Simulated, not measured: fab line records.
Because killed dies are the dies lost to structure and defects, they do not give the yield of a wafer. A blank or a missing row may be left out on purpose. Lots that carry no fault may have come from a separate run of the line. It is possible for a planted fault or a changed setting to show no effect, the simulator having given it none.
Which tool did it? || flow n5-finfet || 72 wafers from 24 lots sampled at 3 of the route's 1938 steps

== WHAT THE GAUGES READ, wafer by wafer ==
N5_BEOL_M8_THK_MEAS_01. Usual: M8_ILD_THK 154.8 nm, standard deviation 2.1.
{"lot": "L074", "measured": "day 9 16:22", "on": "film-metro-01", "M8_ILD_THK (nm)": "152.9 156.3 156.3", "flag": ""}
{"lot": "L075", "measured": "day 9 16:37", "on": "film-metro-02", "M8_ILD_THK (nm)": "155.1 154.7 156.5", "flag": ""}
{"lot": "L077", "measured": "day 9 17:58", "on": "film-metro-02", "M8_ILD_THK (nm)": "154.7 157.0 156.7", "flag": ""}
{"lot": "L076", "measured": "day 10 00:40", "on": "film-metro-01", "M8_ILD_THK (nm)": "151.2 151.6 154.2", "flag": ""}
{"lot": "L079", "measured": "day 10 13:58", "on": "film-metro-01", "M8_ILD_THK (nm)": "151.3 152.5 154.7", "flag": ""}
{"lot": "L078", "measured": "day 10 14:38", "on": "film-metro-01", "M8_ILD_THK (nm)": "154.8 155.4 153.9", "flag": ""}
{"lot": "L080", "measured": "day 10 19:32", "on": "film-metro-01", "M8_ILD_THK (nm)": "153.2 154.9 156.2", "flag": ""}
{"lot": "L081", "measured": "day 11 02:38", "on": "film-metro-01", "M8_ILD_THK (nm)": "154.1 154.6 156.5", "flag": ""}
{"lot": "L082", "measured": "day 11 20:26", "on": "film-metro-01", "M8_ILD_THK (nm)": "155.5 158.5 159.4", "flag": ""}
{"lot": "L083", "measured": "day 12 00:24", "on": "film-metro-01", "M8_ILD_THK (nm)": "151.6 157.4 155.9", "flag": ""}
{"lot": "L084", "measured": "day 12 01:10", "on": "film-metro-01", "M8_ILD_THK (nm)": "153.5 155.9 156.2", "flag": ""}
{"lot": "L085", "measured": "day 12 14:49", "on": "film-metro-01", "M8_ILD_THK (nm)": "155.8 153.7 156.2", "flag": ""}
{"lot": "L086", "measured": "day 12 18:29", "on": "film-metro-01", "M8_ILD_THK (nm)": "157.2 157.4 158.2", "flag": ""}
{"lot": "L087", "measured": "day 13 00:00", "on": "film-metro-01", "M8_ILD_THK (nm)": "151.8 154.8 154.4", "flag": ""}
{"lot": "L088", "measured": "day 13 00:05", "on": "film-metro-02", "M8_ILD_THK (nm)": "154.9 156.2 156.1", "flag": ""}
{"lot": "L089", "measured": "day 13 00:35", "on": "film-metro-01", "M8_ILD_THK (nm)": "153.8 156.1 156.0", "flag": ""}
{"lot": "L090", "measured": "day 13 20:55", "on": "film-metro-02", "M8_ILD_THK (nm)": "151.9 154.3 156.8", "flag": ""}
{"lot": "L093", "measured": "day 14 00:50", "on": "film-metro-02", "M8_ILD_THK (nm)": "150.9 155.7 153.6", "flag": ""}
{"lot": "L092", "measured": "day 14 01:22", "on": "film-metro-02", "M8_ILD_THK (nm)": "155.6 157.9 157.3", "flag": ""}
{"lot": "L094", "measured": "day 14 13:53", "on": "film-metro-02", "M8_ILD_THK (nm)": "150.9 152.3 153.5", "flag": ""}
{"lot": "L095", "measured": "day 14 23:42", "on": "film-metro-02", "M8_ILD_THK (nm)": "153.9 153.1 153.7", "flag": ""}
{"lot": "L096", "measured": "day 14 23:57", "on": "film-metro-01", "M8_ILD_THK (nm)": "155.3 157.9 158.0", "flag": ""}
{"lot": "L097", "measured": "day 15 04:40", "on": "film-metro-02", "M8_ILD_THK (nm)": "153.2 156.6 155.1", "flag": ""}
{"lot": "L091", "measured": "day 15 17:23", "on": "film-metro-01", "M8_ILD_THK (nm)": "155.1 157.6 156.9", "flag": ""}

== TOOL THAT RAN EACH LOT (tool first, then ch and the chambers of the sampled wafers, then the start) ==
{"lot": "L074", "N5_BEOL_M7_ANNEAL_51": "rtp-anneal-01 ch 0, day 9 14:58", "N5_BEOL_M7_DEP_56": "pecvd-01 ch 0,1, day 9 15:38"}
{"lot": "L075", "N5_BEOL_M7_ANNEAL_51": "rtp-anneal-02 ch 0, day 9 15:16", "N5_BEOL_M7_DEP_56": "pecvd-02 ch 0,1,2, day 9 15:53"}
{"lot": "L077", "N5_BEOL_M7_ANNEAL_51": "rtp-anneal-02 ch 0, day 9 16:35", "N5_BEOL_M7_DEP_56": "pecvd-01 ch 0,1, day 9 17:14"}
{"lot": "L076", "N5_BEOL_M7_ANNEAL_51": "rtp-anneal-02 ch 0, day 9 23:19", "N5_BEOL_M7_DEP_56": "pecvd-02 ch 0,2, day 9 23:58"}
{"lot": "L079", "N5_BEOL_M7_ANNEAL_51": "rtp-anneal-01 ch 0, day 10 12:35", "N5_BEOL_M7_DEP_56": "pecvd-03 ch 0,1, day 10 13:15"}
{"lot": "L078", "N5_BEOL_M7_ANNEAL_51": "rtp-anneal-01 ch 0, day 10 13:21", "N5_BEOL_M7_DEP_56": "pecvd-02 ch 0,1,2, day 10 13:55"}
{"lot": "L080", "N5_BEOL_M7_ANNEAL_51": "rtp-anneal-01 ch 0, day 10 18:13", "N5_BEOL_M7_DEP_56": "pecvd-02 ch 0,1,2, day 10 18:49"}
{"lot": "L081", "N5_BEOL_M7_ANNEAL_51": "rtp-anneal-01 ch 0, day 11 01:16", "N5_BEOL_M7_DEP_56": "pecvd-03 ch 1,2, day 11 01:55"}
{"lot": "L082", "N5_BEOL_M7_ANNEAL_51": "rtp-anneal-01 ch 0, day 11 18:59", "N5_BEOL_M7_DEP_56": "pecvd-02 ch 1,2, day 11 19:43"}
{"lot": "L083", "N5_BEOL_M7_ANNEAL_51": "rtp-anneal-01 ch 0, day 11 23:00", "N5_BEOL_M7_DEP_56": "pecvd-01 ch 0,2, day 11 23:41"}
{"lot": "L084", "N5_BEOL_M7_ANNEAL_51": "rtp-anneal-02 ch 0, day 11 23:46", "N5_BEOL_M7_DEP_56": "pecvd-01 ch 0,2, day 12 00:26"}
{"lot": "L085", "N5_BEOL_M7_ANNEAL_51": "rtp-anneal-02 ch 0, day 12 13:30", "N5_BEOL_M7_DEP_56": "pecvd-02 ch 0,2, day 12 14:07"}
{"lot": "L086", "N5_BEOL_M7_ANNEAL_51": "rtp-anneal-01 ch 0, day 12 17:07", "N5_BEOL_M7_DEP_56": "pecvd-01 ch 1,2, day 12 17:46"}
{"lot": "L087", "N5_BEOL_M7_ANNEAL_51": "rtp-anneal-02 ch 0, day 12 22:38", "N5_BEOL_M7_DEP_56": "pecvd-01 ch 0,1, day 12 23:17"}
{"lot": "L088", "N5_BEOL_M7_ANNEAL_51": "rtp-anneal-01 ch 0, day 12 22:43", "N5_BEOL_M7_DEP_56": "pecvd-02 ch 0,2, day 12 23:23"}
{"lot": "L089", "N5_BEOL_M7_ANNEAL_51": "rtp-anneal-02 ch 0, day 12 23:13", "N5_BEOL_M7_DEP_56": "pecvd-03 ch 0,2, day 12 23:53"}
{"lot": "L090", "N5_BEOL_M7_ANNEAL_51": "rtp-anneal-02 ch 0, day 13 19:35", "N5_BEOL_M7_DEP_56": "pecvd-02 ch 1,2, day 13 20:13"}
{"lot": "L093", "N5_BEOL_M7_ANNEAL_51": "rtp-anneal-02 ch 0, day 13 23:33", "N5_BEOL_M7_DEP_56": "pecvd-01 ch 0,1,2, day 14 00:07"}
{"lot": "L092", "N5_BEOL_M7_ANNEAL_51": "rtp-anneal-02 ch 0, day 13 23:51", "N5_BEOL_M7_DEP_56": "pecvd-01 ch 1,2, day 14 00:28"}
{"lot": "L094", "N5_BEOL_M7_ANNEAL_51": "rtp-anneal-01 ch 0, day 14 12:34", "N5_BEOL_M7_DEP_56": "pecvd-03 ch 1,2, day 14 13:11"}
{"lot": "L095", "N5_BEOL_M7_ANNEAL_51": "rtp-anneal-02 ch 0, day 14 21:50", "N5_BEOL_M7_DEP_56": "pecvd-01 ch 0,2, day 14 22:31"}
{"lot": "L096", "N5_BEOL_M7_ANNEAL_51": "rtp-anneal-02 ch 0, day 14 22:38", "N5_BEOL_M7_DEP_56": "pecvd-03 ch 0,1, day 14 23:14"}
{"lot": "L097", "N5_BEOL_M7_ANNEAL_51": "rtp-anneal-02 ch 0, day 15 03:23", "N5_BEOL_M7_DEP_56": "pecvd-03 ch 0,2, day 15 03:58"}
{"lot": "L091", "N5_BEOL_M7_ANNEAL_51": "rtp-anneal-01 ch 0, day 15 16:05", "N5_BEOL_M7_DEP_56": "pecvd-03 ch 0,1,2, day 15 16:40"}
- N5_BEOL_M7_ANNEAL_51: time 90 s.
- N5_BEOL_M7_DEP_56: deposits SiCN from 3MS/NH3, target thk 10 nm, time 17.5 s.

== WHAT THE TOOLS THEMSELVES READ (means of the sampled wafers that have a number; where no wafer has one, the mark that the record gives instead) ==
N5_BEOL_M7_ANNEAL_51. Usual: wafer_temp_C_max 226.0, standard deviation 0.32.
{"lot": "L074", "tool": "rtp-anneal-01", "wafer_temp_C_max": 226.0, "flag": ""}
{"lot": "L075", "tool": "rtp-anneal-02", "wafer_temp_C_max": 225.8, "flag": ""}
{"lot": "L077", "tool": "rtp-anneal-02", "wafer_temp_C_max": 225.6, "flag": ""}
{"lot": "L076", "tool": "rtp-anneal-02", "wafer_temp_C_max": 226.0, "flag": ""}
{"lot": "L079", "tool": "rtp-anneal-01", "wafer_temp_C_max": 226.6, "flag": ""}
{"lot": "L078", "tool": "rtp-anneal-01", "wafer_temp_C_max": 226.1, "flag": ""}
{"lot": "L080", "tool": "rtp-anneal-01", "wafer_temp_C_max": 226.4, "flag": ""}
{"lot": "L081", "tool": "rtp-anneal-01", "wafer_temp_C_max": 226.0, "flag": ""}
{"lot": "L082", "tool": "rtp-anneal-01", "wafer_temp_C_max": 226.3, "flag": ""}
{"lot": "L083", "tool": "rtp-anneal-01", "wafer_temp_C_max": 225.9, "flag": ""}
{"lot": "L084", "tool": "rtp-anneal-02", "wafer_temp_C_max": 225.8, "flag": ""}
{"lot": "L085", "tool": "rtp-anneal-02", "wafer_temp_C_max": 225.8, "flag": ""}
{"lot": "L086", "tool": "rtp-anneal-01", "wafer_temp_C_max": 226.3, "flag": ""}
{"lot": "L087", "tool": "rtp-anneal-02", "wafer_temp_C_max": 225.8, "flag": ""}
{"lot": "L088", "tool": "rtp-anneal-01", "wafer_temp_C_max": 226.1, "flag": ""}
{"lot": "L089", "tool": "rtp-anneal-02", "wafer_temp_C_max": 225.6, "flag": ""}
{"lot": "L090", "tool": "rtp-anneal-02", "wafer_temp_C_max": 225.9, "flag": ""}
{"lot": "L093", "tool": "rtp-anneal-02", "wafer_temp_C_max": 225.7, "flag": ""}
{"lot": "L092", "tool": "rtp-anneal-02", "wafer_temp_C_max": 225.9, "flag": ""}
{"lot": "L094", "tool": "rtp-anneal-01", "wafer_temp_C_max": 226.2, "flag": ""}
{"lot": "L095", "tool": "rtp-anneal-02", "wafer_temp_C_max": 225.8, "flag": ""}
{"lot": "L096", "tool": "rtp-anneal-02", "wafer_temp_C_max": 225.7, "flag": ""}
{"lot": "L097", "tool": "rtp-anneal-02", "wafer_temp_C_max": 225.8, "flag": ""}
{"lot": "L091", "tool": "rtp-anneal-01", "wafer_temp_C_max": 226.3, "flag": ""}

N5_BEOL_M7_DEP_56. Usual: showerhead-plenum-p-Torr 3.664 Torr, standard deviation 0.011; throttle-valve-pct 9.0 %, standard deviation 0.56.
{"lot": "L074", "tool": "pecvd-01", "showerhead-plenum-p-Torr (Torr)": 3.669, "throttle-valve-pct (%)": 9.1, "flag": ""}
{"lot": "L075", "tool": "pecvd-02", "showerhead-plenum-p-Torr (Torr)": 3.667, "throttle-valve-pct (%)": 9.3, "flag": ""}
{"lot": "L077", "tool": "pecvd-01", "showerhead-plenum-p-Torr (Torr)": 3.660, "throttle-valve-pct (%)": 9.1, "flag": ""}
{"lot": "L076", "tool": "pecvd-02", "showerhead-plenum-p-Torr (Torr)": 3.654, "throttle-valve-pct (%)": 9.1, "flag": ""}
{"lot": "L079", "tool": "pecvd-03", "showerhead-plenum-p-Torr (Torr)": 3.661, "throttle-valve-pct (%)": 9.2, "flag": ""}
{"lot": "L078", "tool": "pecvd-02", "showerhead-plenum-p-Torr (Torr)": 3.669, "throttle-valve-pct (%)": 9.3, "flag": ""}
{"lot": "L080", "tool": "pecvd-02", "showerhead-plenum-p-Torr (Torr)": 3.667, "throttle-valve-pct (%)": 9.3, "flag": ""}
{"lot": "L081", "tool": "pecvd-03", "showerhead-plenum-p-Torr (Torr)": 3.665, "throttle-valve-pct (%)": 9.0, "flag": ""}
{"lot": "L082", "tool": "pecvd-02", "showerhead-plenum-p-Torr (Torr)": 3.658, "throttle-valve-pct (%)": 9.6, "flag": ""}
{"lot": "L083", "tool": "pecvd-01", "showerhead-plenum-p-Torr (Torr)": 3.672, "throttle-valve-pct (%)": 8.8, "flag": ""}
{"lot": "L084", "tool": "pecvd-01", "showerhead-plenum-p-Torr (Torr)": 3.674, "throttle-valve-pct (%)": 8.8, "flag": ""}
{"lot": "L085", "tool": "pecvd-02", "showerhead-plenum-p-Torr (Torr)": 3.655, "throttle-valve-pct (%)": 9.4, "flag": ""}
{"lot": "L086", "tool": "pecvd-01", "showerhead-plenum-p-Torr (Torr)": 3.664, "throttle-valve-pct (%)": 8.6, "flag": ""}
{"lot": "L087", "tool": "pecvd-01", "showerhead-plenum-p-Torr (Torr)": 3.648, "throttle-valve-pct (%)": 9.1, "flag": ""}
{"lot": "L088", "tool": "pecvd-02", "showerhead-plenum-p-Torr (Torr)": 3.660, "throttle-valve-pct (%)": 9.3, "flag": ""}
{"lot": "L089", "tool": "pecvd-03", "showerhead-plenum-p-Torr (Torr)": 3.668, "throttle-valve-pct (%)": 8.2, "flag": ""}
{"lot": "L090", "tool": "pecvd-02", "showerhead-plenum-p-Torr (Torr)": 3.653, "throttle-valve-pct (%)": 9.7, "flag": ""}
{"lot": "L093", "tool": "pecvd-01", "showerhead-plenum-p-Torr (Torr)": 3.660, "throttle-valve-pct (%)": 8.8, "flag": ""}
{"lot": "L092", "tool": "pecvd-01", "showerhead-plenum-p-Torr (Torr)": 3.654, "throttle-valve-pct (%)": 8.8, "flag": ""}
{"lot": "L094", "tool": "pecvd-03", "showerhead-plenum-p-Torr (Torr)": 3.661, "throttle-valve-pct (%)": 9.1, "flag": ""}
{"lot": "L095", "tool": "pecvd-01", "showerhead-plenum-p-Torr (Torr)": 3.672, "throttle-valve-pct (%)": 8.7, "flag": ""}
{"lot": "L096", "tool": "pecvd-03", "showerhead-plenum-p-Torr (Torr)": 3.664, "throttle-valve-pct (%)": 9.2, "flag": ""}
{"lot": "L097", "tool": "pecvd-03", "showerhead-plenum-p-Torr (Torr)": 3.659, "throttle-valve-pct (%)": 8.8, "flag": ""}
{"lot": "L091", "tool": "pecvd-03", "showerhead-plenum-p-Torr (Torr)": 3.663, "throttle-valve-pct (%)": 9.0, "flag": ""}

== THE ANSWER, worked out from the rows above alone ==
Rule: take the mean of a lot's wafers that have a number; if it is more than 3 standard deviations from the usual mean, the lot is off. A lot without any number at a reading at which 4 lots or more have one is off too. Any other lot the step has rows for is counted as sound. The gauges are gone through in route order, then the tools' own readings, and for those a lot's mean is taken as printed above. The first step at which some lot is off is used, and at that step the reading that is off furthest; a lot without a number counts as furthest.
Across all readings shown, no lot is off: no conclusion can be drawn from this.

== WHAT THE SIMULATOR HAD PUT IN ==
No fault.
